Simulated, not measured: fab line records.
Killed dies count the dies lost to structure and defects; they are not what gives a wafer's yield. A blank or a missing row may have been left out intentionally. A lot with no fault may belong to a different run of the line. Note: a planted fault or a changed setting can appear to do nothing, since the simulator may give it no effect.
Matching of chambers || flow n5 finfet || 4 sister chambers for N5_SPACER0_ALD_07 on ald sin-04
The step deposits SiNx, target thk 2 nm. 15 wafers are shown with their chamber, then 7 later ones without.

WAFERS WITH THEIR CHAMBER
{"wafer": "L477.2", "chamber": 0, "heater power w (W)": 742}
{"wafer": "L477.5", "chamber": 2, "heater power w (W)": 932}
{"wafer": "L477.6", "chamber": 3, "heater power w (W)": 797}
{"wafer": "L480.2", "chamber": 0, "heater power w (W)": 777}
{"wafer": "L480.3", "chamber": 1, "heater power w (W)": 860}
{"wafer": "L480.4", "chamber": 3, "heater power w (W)": 822}
{"wafer": "L481.4", "chamber": 1, "heater power w (W)": 836}
{"wafer": "L481.5", "chamber": 2, "heater power w (W)": 937}
{"wafer": "L488.1", "chamber": 3, "heater power w (W)": 802}
{"wafer": "L488.2", "chamber": 1, "heater power w (W)": 843}
{"wafer": "L488.6", "chamber": 3, "heater power w (W)": 818}
{"wafer": "L490.1", "chamber": 1, "heater power w (W)": 841}
{"wafer": "L490.2", "chamber": 3, "heater power w (W)": 798}
{"wafer": "L490.5", "chamber": 2, "heater power w (W)": 917}
{"wafer": "L491.2", "chamber": 0, "heater power w (W)": 765}

SIGNATURES (means of the wafers above)
{"reading": "heater power w", "chamber 0": 761.33, "chamber 1": 845.00, "chamber 2": 928.67, "chamber 3": 807.40, "scatter within a chamber": 12.5}
Rule: for a wafer and a chamber, the distance is found by dividing, reading by reading, the gap between the wafer's reading and the chamber's mean by the reading's scatter, squaring, summing and taking the root. If the next closest chamber is less than 2 further off than the closest, the wafer can't be placed; otherwise it belongs to the closest. The scatter: take each reading less its chamber's mean, square it, sum over the shown wafers, divide by the number of wafers less the number of chambers, and take the root.

WAFERS MISSING THEIR CHAMBER
{"wafer": "L491.6", "heater power w (W)": 963}
{"wafer": "L497.1", "heater power w (W)": 855}
{"wafer": "L497.5", "heater power w (W)": 870}
{"wafer": "L497.6", "heater power w (W)": 798}
{"wafer": "L498.2", "heater power w (W)": 859}
{"wafer": "L498.3", "heater power w (W)": 801}
{"wafer": "L498.6", "heater power w (W)": 789}

EACH ONE'S CHAMBER
{"wafer": "L491.6", "from the rows above": 2, "in truth": 2}
{"wafer": "L497.1", "from the rows above": 1, "in truth": 1}
{"wafer": "L497.5", "from the rows above": 1, "in truth": 1}
{"wafer": "L497.6", "from the rows above": 3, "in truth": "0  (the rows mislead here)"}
{"wafer": "L498.2", "from the rows above": 1, "in truth": 1}
{"wafer": "L498.3", "from the rows above": 3, "in truth": 3}
{"wafer": "L498.6", "from the rows above": "can't be placed: 3 or 0", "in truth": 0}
5 of 7 placed correctly. From these rows, 1 cannot be placed; in 1 the true chamber is one of the candidates. Wrongly placed: 1.
